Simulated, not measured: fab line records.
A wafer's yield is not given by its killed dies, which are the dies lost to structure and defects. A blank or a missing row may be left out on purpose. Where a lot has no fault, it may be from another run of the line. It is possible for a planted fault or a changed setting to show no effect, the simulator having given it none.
One fault through the eyes of 2 desks    flow n5Finfet    what lay behind the numbers comes last; until then each desk has only its own

== FROM THE METROLOGY DESK ==
Lot by lot, what the gauges showed, no matter which tool ran the lot: averages of those sampled wafers that carry a number. The brackets show how far a lot's mean lies from the usual mean; more than 4 standard deviations puts the lot out of limits, marked OUT. Only the readings that lie furthest out on some lot appear, 7 of the 10 it has.
Columns: A = DIBL_N at N5_BEOL_M4_RC_MEAS_101, usual 36.0 mV/V; B = DIBL_P at N5_BEOL_M4_RC_MEAS_101, usual 36.2 mV/V; C = IOFF_N at N5_BEOL_M4_RC_MEAS_101, usual 0.16 nA/um; D = IOFF_P at N5_BEOL_M4_RC_MEAS_101, usual 0.21 nA/um; E = SS_N at N5_BEOL_M4_RC_MEAS_101, usual 71.5 mV/dec; F = SS_P at N5_BEOL_M4_RC_MEAS_101, usual 73.4 mV/dec; G = VT_P at N5_BEOL_M4_RC_MEAS_101, usual -250 mV
lot   first seen here  A     B     C     D     E     F     G
L708  day 8 12:22      35.1  34.3  0.14  0.21  71.3  72.6  -246
L710  day 8 21:51      37.0  36.7  0.19  0.23  72.1  73.6  -247
L711  day 9 14:58      35.2  37.6  0.16  0.22  71.6  73.6  -248
L712  day 9 23:35      38.0  39.1  0.19  0.24  72.5  73.9  -250
L714  day 10 03:35     35.3  35.2  0.13  0.19  71.2  72.9  -252
L715  day 10 07:52     37.6  37.4  0.17  0.22  71.7  73.3  -251
L722  day 12 12:41     37.4  38.5  0.17  0.23  71.5  73.7  -249
L728  day 13 18:57     36.4  36.9  0.16  0.23  72.1  73.3  -249
L730  day 13 20:39     38.1  37.8  0.19  0.25  72.0  73.6  -247
Finding of this desk: none of the 9 lots has anything out of limits.

== THE TOOL OWNER'S DESK: lithoTrack-01 ==
The tool's own readings at N5_BEOL_M1_COAT_76 (time 60 s, resist thk 5 nm): means of the sampled wafers that have a number, for each lot that ran on this tool. The brackets show how far a lot's mean lies from the usual mean; more than 4 standard deviations puts the lot out of limits, marked OUT.
Columns: A = runLengthS at N5_BEOL_M1_COAT_76, usual 66.42 s
lot   first seen here  A
L708  day 6 03:38      66.48
L710  day 6 17:14      66.43
L711  day 6 21:50      70.39 (+21) OUT
L715  day 8 05:02      74.12 (+41) OUT
L728  day 11 07:13     66.48
This desk's verdict: out of limits on L711, L715, starting with L711 at day 6 21:50 (runLengthS at N5_BEOL_M1_COAT_76). L708, L710, L728: within limits.

== BROUGHT TOGETHER ==
The tool owner's desk had the chance to raise an alarm at day 6 21:50 on L711, L715.
Metrology desk: nothing out of limits seen.
The metrology desk holds a record of L711, L715, inside its limits.
Of the lots named, all ran N5_BEOL_M1_COAT_76 on lithoTrack-01.

== WHAT THE SIMULATOR PUT IN ==
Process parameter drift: lithoTrack-01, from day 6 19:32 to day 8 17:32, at N5_BEOL_M1_COAT_76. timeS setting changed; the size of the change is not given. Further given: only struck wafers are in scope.
Struck lots among those shown: L711, L715.
Each desk's first reading out of limits, in hours after the fault started: the tool owner's desk, 2.
